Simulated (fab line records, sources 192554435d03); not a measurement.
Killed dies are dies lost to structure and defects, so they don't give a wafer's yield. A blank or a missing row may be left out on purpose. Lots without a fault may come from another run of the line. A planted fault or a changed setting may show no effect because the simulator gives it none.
Split-lot experiment | flow n5_finfet | 7 lots, 21 wafers read, on a route of 1938 steps

THE SPLIT
At N5_BEOL_M8_PEB_09 (peb time 60 s), the setting peb_time_s was moved away from the recipe's 60 s on 6 of the 21 wafers read, by -19.8% to +5.9%. The other wafers ran this setting at the recipe's value.

FROM THE SPLIT TO THE READING: what the file shows between them, 14 steps
- N5_BEOL_M8_DEVELOP_10: develop time 30 s
- N5_BEOL_M8_CD_MEAS_11: target cd 38.5 nm
- N5_BEOL_M8_DESCUM_16: chemistry O2, time 7.9 s
- N5_BEOL_M8_ETCH_61: etches SiARC in CF4, target depth 45.5 nm, time 75.8 s
- N5_BEOL_M8_ETCH_62: etches SOC in N2/H2, target depth 110 nm, overetch 22 nm, time 165 s
- N5_BEOL_M8_STRIP_68: strips in N2/H2
- N5_BEOL_M8_STRIP_67: strips in CF4
- N5_BEOL_M8_HM_OPEN_17: chemistry Cl2/BCl3, target TiN, target depth 20 nm, overetch 6 nm
- N5_BEOL_M8_STRIP_19: strips in O2
- N5_BEOL_M8_CD_MEAS_18: pitch 80 nm, target cd 40 nm
- N5_BEOL_M8_COAT_63: time 60 s, resist thk 60 nm
- N5_BEOL_M8_COAT_64: time 60 s, resist thk 12 nm
- N5_BEOL_M8_PRECLEAN_42: cleans in residue remover, time 60 s
- N5_BEOL_M8_SRD_43: time 30 s

THE READING
cd_nm, in nm, at N5_BEOL_M8_CD_MEAS_35 (target cd 40 nm). Fault-free wafers of this fab line usually give 40.1 nm, standard deviation 0.71 nm.

wafer  | tool, chamber at the split | peb_time_s as run, s | against the recipe | cd_nm, nm | against lot-mates on the recipe
L076.3 | litho_track-05, 0          | 60                   | recipe             | 41.1      | -
L076.4 | litho_track-05, 0          | 60                   | recipe             | 40.2      | -
L076.5 | litho_track-05, 0          | 60                   | recipe             | 40.4      | -
L079.1 | litho_track-04, 0          | 60                   | recipe             | 41.3      | -
L079.5 | litho_track-04, 0          | 60                   | recipe             | 40.8      | -
L079.6 | litho_track-04, 0          | 60                   | recipe             | 39.9      | -
L086.1 | litho_track-05, 0          | 55.75                | -7.1%              | 37.4      | -2.8
L086.4 | litho_track-05, 0          | 55.75                | -7.1%              | 38.1      | -2.1
L086.6 | litho_track-05, 0          | 60                   | recipe             | 40.2      | -
L087.4 | litho_track-05, 0          | 60                   | recipe             | 38.9      | -
L087.5 | litho_track-05, 0          | 48.11                | -19.8%             | 34.2      | -4.7
L087.6 | litho_track-05, 0          | 48.11                | -19.8%             | 34.0      | -4.9
L088.1 | litho_track-05, 0          | 60                   | recipe             | 39.8      | -
L088.5 | litho_track-05, 0          | 56.03                | -6.6%              | 38.2      | -1.3
L088.6 | litho_track-05, 0          | 60                   | recipe             | 39.3      | -
L097.1 | litho_track-05, 0          | 60                   | recipe             | 40.0      | -
L097.3 | litho_track-05, 0          | 60                   | recipe             | 39.1      | -
L097.6 | litho_track-05, 0          | 60                   | recipe             | 39.1      | -
L096.1 | litho_track-02, 0          | 63.55                | +5.9%              | 40.5      | +1.3
L096.2 | litho_track-02, 0          | 60                   | recipe             | 39.4      | -
L096.6 | litho_track-02, 0          | 60                   | recipe             | 39.0      | -

THE FIT
A straight line over all 21 wafers: cd_nm changes by +0.281 nm for each +1% of peb_time_s; r = +0.93; the points scatter about the line by 0.72 nm.
The same after taking each lot's own level away (the mean of its wafers on the recipe; 21 wafers): +0.248 nm for each +1%; r = +0.97; scatter 0.43 nm.
On that fit, the largest move of peb_time_s shifts the reading by 4.9 nm.
The lots' own levels span 38.90 to 40.67 nm, that is 2.5 times the standard deviation above.
So the lot-to-lot level changes the slope: the two fits differ.
Check: with one of the wafers moved furthest among these (-19.8%) left out of the fit, the line predicts -5.13 nm for it against its lot-mates. It came out at -4.7 nm against them.

THE WHOLE CHAIN: every reading that the file lists as answering this split, in the file's order
step                    | what it does                                                         | reading                                                               | change (the file's fit)                                                                                        | r (the file's)
N5_BEOL_M8_CD_MEAS_11   | target cd 38.5 nm                                                    | cd_nm                                                                 | +0.282 nm for each +1% of the setting                                                                          | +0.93
N5_BEOL_M8_ETCH_61      | etches SiARC in CF4, target depth 45.5 nm, time 75.8 s               | BEOL_M8.cd_offset_nm (the simulator's own value, which no gauge read) | +0.241 nm for each +1% of the setting                                                                          | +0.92
N5_BEOL_M8_ETCH_62      | etches SOC in N2/H2, target depth 110 nm, overetch 22 nm, time 165 s | BEOL_M8.cd_offset_nm (the simulator's own value, which no gauge read) | +0.256 nm for each +1% of the setting                                                                          | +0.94
N5_BEOL_M8_HM_OPEN_17   | chemistry Cl2/BCl3, target TiN, target depth 20 nm, overetch 6 nm    | BEOL_M8.cd_offset_nm (the simulator's own value, which no gauge read) | +0.252 nm for each +1% of the setting                                                                          | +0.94
N5_BEOL_M8_CD_MEAS_18   | pitch 80 nm, target cd 40 nm                                         | cd_nm                                                                 | +0.237 nm for each +1% of the setting                                                                          | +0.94
N5_BEOL_M8_CD_MEAS_35   | target cd 40 nm                                                      | cd_nm                                                                 | +0.248 nm for each +1% of the setting                                                                          | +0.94
N5_PASSIVATION_PROBE_49 |                                                                      | defect_limited_yield                                                  | +4.64 for each +1% of the setting, in a fit together with power_w@BEOL_M9_SPUTTER_48,time_s@BEOL_M7_PECVD_70   | 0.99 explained
N5_PASSIVATION_PROBE_49 |                                                                      | killed_dies                                                           | -54.8 for each +1% of the setting, in a fit together with power_w@BEOL_M9_SPUTTER_48,time_s@BEOL_M7_PECVD_70   | 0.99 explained
N5_PASSIVATION_PROBE_49 |                                                                      | sort_yield_pct                                                        | +4.64 % for each +1% of the setting, in a fit together with power_w@BEOL_M9_SPUTTER_48,time_s@BEOL_M7_PECVD_70 | 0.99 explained

THE FILE'S OWN FIT
cd_nm changes by +0.248 nm for each +1% of peb_time_s, r = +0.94.
